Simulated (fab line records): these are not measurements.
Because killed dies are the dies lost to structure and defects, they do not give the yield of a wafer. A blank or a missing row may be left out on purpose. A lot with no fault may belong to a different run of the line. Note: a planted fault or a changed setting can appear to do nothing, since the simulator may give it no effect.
Matching of chambers + flow nand harc + NHARC_A_BLC_ETCH_16 on rie diel-07 has 4 sister chambers
The step etches the open film in CF4, target depth 39 nm, time 65 s. 24 wafers are shown with their chamber, then 12 later ones without.

## WAFERS PAIRED WITH THEIR CHAMBERS
| wafer  | chamber | drypump motor current A (A) | oes product au (a.u.) | rf vpp V (V) |
|--------|---------|-----------------------------|-----------------------|--------------|
| L074.3 | 2       | 5.7                         | 1.008                 | 149.7        |
| L074.4 | 1       | 6.4                         | 0.994                 | 151.4        |
| L074.5 | 2       | 5.7                         | 1.013                 | 150.3        |
| L078.1 | 2       | 5.7                         | 1.021                 | 149.1        |
| L078.4 | 1       | 6.4                         | 1.010                 | 152.1        |
| L078.6 | 0       | 6.1                         | 0.990                 | 153.1        |
| L079.1 | 3       | 6.2                         | 0.991                 | 151.5        |
| L079.2 | 2       | 5.7                         | 1.020                 | 149.2        |
| L079.6 | 0       | 6.1                         | 0.984                 | 152.2        |
| L080.1 | 0       | 6.1                         | 0.985                 | 150.3        |
| L080.2 | 1       | 6.4                         | 0.989                 | 152.3        |
| L080.3 | 2       | 5.7                         | 1.013                 | 149.3        |
| L081.1 | 2       | 5.7                         | 1.013                 | 149.4        |
| L081.3 | 1       | 6.4                         | 0.995                 | 151.7        |
| L081.5 | 1       | 6.4                         | 0.989                 | 150.8        |
| L082.1 | 3       | 6.1                         | 0.989                 | 151.3        |
| L082.3 | 0       | 6.2                         | 0.995                 | 152.5        |
| L082.4 | 1       | 6.4                         | 0.990                 | 150.3        |
| L084.1 | 0       | 6.1                         | 0.985                 | 151.7        |
| L084.3 | 2       | 5.7                         | 1.020                 | 148.7        |
| L084.4 | 1       | 6.4                         | 1.000                 | 151.6        |
| L088.3 | 1       | 6.4                         | 1.000                 | 152.3        |
| L088.4 | 2       | 5.7                         | 1.000                 | 149.5        |
| L088.6 | 2       | 5.7                         | 1.003                 | 149.3        |

SIGNATURES (means of the wafers above)
| reading                 | chamber 0 | chamber 1 | chamber 2 | chamber 3 | scatter within a chamber |
|-------------------------|-----------|-----------|-----------|-----------|--------------------------|
| drypump motor current A | 6.120     | 6.400     | 5.700     | 6.150     | 0.0255                   |
| oes product au          | 0.98780   | 0.99587   | 1.01233   | 0.99000   | 0.00674                  |
| rf vpp V                | 151.960   | 151.562   | 149.389   | 151.400   | 0.694                    |
Rule: for each reading, subtract the chamber's mean from the wafer's reading, divide by that reading's scatter and square the result; add these up over the readings and take the root, which gives the wafer's distance from the chamber. If the next closest chamber is less than 2 further off than the closest, the wafer can't be placed; otherwise it belongs to the closest. The scatter is the square root of a quotient: the sum, over the shown wafers, of each reading's squared deviation from its chamber's mean, divided by wafers minus chambers.

## WAFERS MISSING THEIR CHAMBER
| wafer  | drypump motor current A (A) | oes product au (a.u.) | rf vpp V (V) |
|--------|-----------------------------|-----------------------|--------------|
| L091.1 | 6.1                         | 0.992                 | 151.6        |
| L091.2 | 5.7                         | 0.997                 | 150.3        |
| L091.6 | 6.1                         | 0.965                 | 152.0        |
| L095.1 | 6.2                         | 0.999                 | 153.7        |
| L095.3 | 6.1                         | 0.974                 | 151.6        |
| L095.5 | 6.1                         | 0.976                 | 148.7        |
| L096.1 | 6.4                         | 1.005                 | 152.4        |
| L096.2 | 6.1                         | 0.975                 | 151.4        |
| L096.4 | 5.7                         | 0.992                 | 148.5        |
| L094.1 | 5.7                         | 1.002                 | 149.9        |
| L094.4 | 6.4                         | 1.006                 | 152.2        |
| L094.6 | 6.1                         | 0.981                 | 150.0        |

## THE CHAMBER EACH PASSED THROUGH
| wafer  | from the rows above     | in truth |
|--------|-------------------------|----------|
| L091.1 | can't be placed: 0 or 3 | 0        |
| L091.2 | 2                       | 2        |
| L091.6 | can't be placed: 0 or 3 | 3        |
| L095.1 | can't be placed: 3 or 0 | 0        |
| L095.3 | can't be placed: 0 or 3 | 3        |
| L095.5 | can't be placed: 3 or 0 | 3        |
| L096.1 | 1                       | 1        |
| L096.2 | can't be placed: 0 or 3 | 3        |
| L096.4 | 2                       | 2        |
| L094.1 | 2                       | 2        |
| L094.4 | 1                       | 1        |
| L094.6 | can't be placed: 0 or 3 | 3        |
Correctly placed: 5 of 12. From these rows, 7 cannot be placed; in 7 the true chamber is one of the candidates. 0 placed wrongly.
